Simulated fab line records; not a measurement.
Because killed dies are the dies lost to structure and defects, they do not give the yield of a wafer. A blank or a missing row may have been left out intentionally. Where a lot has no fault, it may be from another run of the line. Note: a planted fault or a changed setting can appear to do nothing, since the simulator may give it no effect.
A lot that was struck, set against a sound lot    flow n5-finfet    41 out of 1938 route steps
Sound: the wafers L694.1, L694.2, L694.5. The struck wafers were L688.1, L688.2, L688.6. The cause comes at the end.
At each step with rows: each side's tool, then ch and its chambers, then its first start. Under that, the readings that differ: sound wafers    struck wafers    difference of the means    sigmas: that difference in standard deviations of wafers without a fault.
alike: words and numbers the same on both sides, and readings whose means are apart by under 2 such deviations; not compared: readings that were withheld, readings missing a value for some wafer, numbers with overlapping values and no deviation given by the record, and bounds like >300 which may hide the same value.
A row with sigmas, a row that says differs or no value, or rows on one side alone: a step with any of these is where the two part. Numbers that don't overlap but have no deviation are shown without sigmas and don't part them. Lack of a reading on every wafer of one side parts them only where that side has two or more wafers.

first, 9 steps without rows for these wafers: N5_BEOL_M4_ANNEAL_95 (time 240 s); N5_BEOL_M4_SPUTTER_96 (material Cu, target thk 4.5 nm, time 8.29 s); N5_BEOL_M4_ECD_50 (material Cu, target thk 300 nm); N5_BEOL_M4_ANNEAL_51 (time 90 s); N5_BEOL_M4_CMP_52 (polishes, stops on SiOC, t overpolish 6.8 s, target thk 40 nm); N5_BEOL_M4_PRE_CLEAN_60 (time 15 s); N5_BEOL_M4_CO_CAP_55 (material Co, precursor CCTBA/H2, target thk 2 nm, time 102.1 s); N5_BEOL_M4_PRE_CLEAN_56 (time 15 s); N5_BEOL_M4_DEP_57 (deposits SiCN from 3MS/NH3, target thk 8 nm, time 14 s).
N5_BEOL_M4_RC_MEAS_101:
  sound on prober-02 ch 0, day 11 22:49; struck on prober-02 ch 0, day 10 10:51
reading         sound              struck             difference  sigmas
DIBL_N (mV/V)   39.2 35.4 41.7     33.4 34.8 32.9     -5.1        -3
DIBL_P (mV/V)   41.1 36.7 44.8     33.8 35.0 32.3     -7.2        -4
IOFF_N (nA/um)  0.209 0.132 0.276  0.127 0.141 0.119  -0.077      -3
SS_P (mV/dec)   74.3 73.8 75.1     72.1 73.4 72.1     -1.9        -3
  alike: IOFF_P, ION_N, ION_P, SS_N, VT_N, VT_P
then, 24 steps without rows for these wafers: N5_BEOL_M5_ILD_DEP_00 (deposits SiCOH lowk from DEMS/porogen, target thk 140.64 nm, time 25.9 s); N5_BEOL_M5_CURE_79 (cures SiCOH lowk, time 240 s); N5_BEOL_M5_PECVD_70 (deposits SiO2 from TEOS/O2, target thk 16 nm, time 18 s); N5_BEOL_M5_HM_DEP_02 (deposits TiN, target thk 20 nm); N5_BEOL_M5_COAT_59 (time 60 s, resist thk 60 nm); N5_BEOL_M5_COAT_60 (time 60 s, resist thk 12 nm); N5_BEOL_M5_COAT_71 (time 60 s, resist thk 5 nm); N5_BEOL_M5_COAT_05 (resist thk 30 nm); N5_BEOL_M5_EBR_07; N5_BEOL_M5_SOFTBAKE_06 (time 60 s); N5_BEOL_M5_EXPOSE_08 (exposes mask M5, target cd 28 nm); N5_BEOL_M5_PEB_09 (peb time 60 s); N5_BEOL_M5_DEVELOP_10 (develop time 30 s); N5_BEOL_M5_DESCUM_16 (chemistry O2, time 7 s); N5_BEOL_M5_ETCH_72 (etches underlayer in N2/H2, target depth 6.5 nm, time 5.2 s); N5_BEOL_M5_ETCH_61 (etches SiARC in CF4, target depth 15.6 nm, time 26 s); N5_BEOL_M5_ETCH_62 (etches SOC in N2/H2, target depth 75 nm, overetch 15 nm, time 112.5 s); N5_BEOL_M5_STRIP_63 (strips in N2/H2); N5_BEOL_M5_STRIP_73 (strips in N2/H2); N5_BEOL_M5_STRIP_64 (strips in CF4); N5_BEOL_M5_HM_OPEN_17 (chemistry Cl2/BCl3, target TiN, target depth 20 nm, overetch 6 nm); N5_BEOL_M5_STRIP_19 (strips in O2); N5_BEOL_M5_COAT_65 (time 60 s, resist thk 60 nm); N5_BEOL_M5_COAT_66 (time 60 s, resist thk 12 nm).
N5_BEOL_M6_TRENCH_ETCH_37: etches SiCOH lowk in C4F6/O2, target depth 94.435 nm, time 31.5 s.
  sound on rie-diel-06 ch 0,2,3, day 13 00:40; struck on rie-diel-01 ch 0,1,3, day 11 06:13
reading                                     sound            struck             difference  sigmas
model.etch.depth-nm (nm)                    94.3 92.36 96.4  64.15 65.29 64.44  -29.73      
model.BEOL_M6.feature-depth-nm (nm)         94.4 92.4 96.4   64.2 65.2 64.4     -29.8       
model.TiN_of_BEOL_M6_HM_DEP_02.thk-nm (nm)  17.4 17.4 17.4   18 18.2 18         +1          
  alike: drypump-motor-current-A, oes-product-au, rf-vpp-V, showerhead-plenum-p-Torr, throttle-valve-pct
  not compared: rf-hours-counter-h
N5_BEOL_M6_OCD_MEAS_38:
  sound on ocd-01 at day 13 00:50; struck on ocd-01 at day 11 06:22
reading               sound           struck          difference  sigmas
trench-depth-nm (nm)  94.4 92.2 96.6  64.8 65.6 64.3  -29.5       -18
N5_BEOL_M6_CMP_52: polishes, stops on SiCOH lowk, t overpolish 6.9 s, target thk 80 nm.
  sound on cmp-02 ch 0,2,3, day 13 03:50; struck on cmp-02 ch 0,1, day 11 09:32
reading                                 sound           struck    difference  sigmas
model.Cu_of_BEOL_M6_ECD_50.thk-nm (nm)  78.6 76.6 80.6  49 50 49  -29         
  alike: motor-current-A
N5_BEOL_M6_THK_MEAS_53: measures by xrf.
  sound on film-metro-01 at day 13 04:08; struck on film-metro-01 at day 11 09:47
reading      sound           struck          difference  sigmas
M6_THK (nm)  79.6 77.9 82.3  49.4 50.3 49.7  -30.1       -15
N5_BEOL_M6_RS_MEAS_57: the measuring method here is four-point-probe.
  sound on film-metro-02 at day 13 04:16; struck on film-metro-02 at day 11 09:56
reading         sound              struck             difference  sigmas
M6_RS (ohm/sq)  0.292 0.301 0.283  0.519 0.506 0.519  +0.223      +27
-- record jumps: 3 days separate the struck wafers' starts on either side; left off in module BEOL_M6, taken up again in module BEOL_M15, whose first shown step is the route's number 1830 --
N5_BEOL_M15_RC_MEAS_101:
  sound on prober-02 ch 0, day 16 02:04; struck on prober-01 ch 0, day 14 05:55
reading                    sound           struck          difference  sigmas
SERP_M6 (ohm/um)           14.0 14.1 13.6  23.7 23.1 23.6  +9.6        +19
SERP_M6_max_site (ohm/um)  14.5 14.6 14.0  27.0 24.2 26.6  +11.6       +20
  alike: COMB_M10, COMB_M11, COMB_M11_max_site, COMB_M12, COMB_M13, COMB_M14, COMB_M15, COMB_M5, COMB_M7, COMB_M8, COMB_M9, SERP_M10, SERP_M11, SERP_M12, SERP_M13, SERP_M14, SERP_M14_max_site, SERP_M5, SERP_M5_max_site, SERP_M7, SERP_M8, SERP_M9
N5_PASSIVATION_PROBE_49:
  sound on prober-01 at day 16 16:52; struck on prober-01 at day 14 19:01
reading                 sound     struck          difference  sigmas
killed_at_M4_up         16 24 19  38 24 36        +13         +2
sort_bin_4_leakage (%)  0 0 0.17  0 0 0           +0          -4
sort_bin_8_speed (%)    0 0 0     2.03 0.93 1.69  +1.55       +20
  alike: defect-limited-yield, killed_at_M0_to_M3, killed-at-contacts, killed-at-front-end, killed-at-other, killed-dies, killed-open, killed-short, sort_bin_5_function, sort_bin_6_memory, sort-n-pass

WHERE THEY PART
First at N5_BEOL_M4_RC_MEAS_101; last, within this record, at N5_PASSIVATION_PROBE_49.

WHY: what the simulator had put in
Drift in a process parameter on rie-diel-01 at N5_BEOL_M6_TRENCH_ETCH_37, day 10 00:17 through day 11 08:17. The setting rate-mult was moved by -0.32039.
